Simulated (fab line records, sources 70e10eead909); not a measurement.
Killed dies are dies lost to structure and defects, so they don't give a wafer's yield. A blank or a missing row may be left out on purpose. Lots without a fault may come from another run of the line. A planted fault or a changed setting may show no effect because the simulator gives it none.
Chamber matching | flow nand_harc | NHARC_P_ZERO_WELL_DESCUM_54 on rie_diel-03: 4 sister chambers
The step chemistry O2, time 3 s. 4 wafers are shown with their chamber, then 8 later ones without.

WAFERS WITH THEIR CHAMBER
wafer  | chamber | drypump_motor_current_A (A)
L082.6 | 2       | 5.3
L084.3 | 1       | 6.1
L084.5 | 3       | 6.4
L086.1 | 0       | 5.5

WAFERS WITHOUT THEIR CHAMBER
wafer  | drypump_motor_current_A (A)
L086.2 | 5.3
L086.5 | 5.6
L092.2 | 6.1
L092.4 | 6.4
L092.6 | 6.1
L094.2 | 6.4
L094.5 | 6.1
L094.6 | 5.3

WHICH CHAMBER EACH WENT THROUGH
wafer  | from the rows above | in truth
L086.2 | 2                   | 2
L086.5 | 0                   | 0
L092.2 | 1                   | 1
L092.4 | 3                   | 3
L092.6 | 1                   | 1
L094.2 | 3                   | 3
L094.5 | 1                   | 1
L094.6 | 2                   | 2
Placed correctly: 8 of 8. Can't be placed from these rows: 0. Placed wrongly: 0.
How it was worked out, from the rows above alone: a wafer's distance from a chamber is the root of the sum, over the readings, of the square of ((its reading less the chamber's mean) divided by the reading's scatter). The wafer belongs to the nearest chamber; if the next one is less than 2 further off, it can't be placed. A chamber's mean is the mean of its shown wafers. The scatter: with one shown wafer a chamber, the root of the mean of the squares of how far each hidden wafer lies from its nearest shown one.
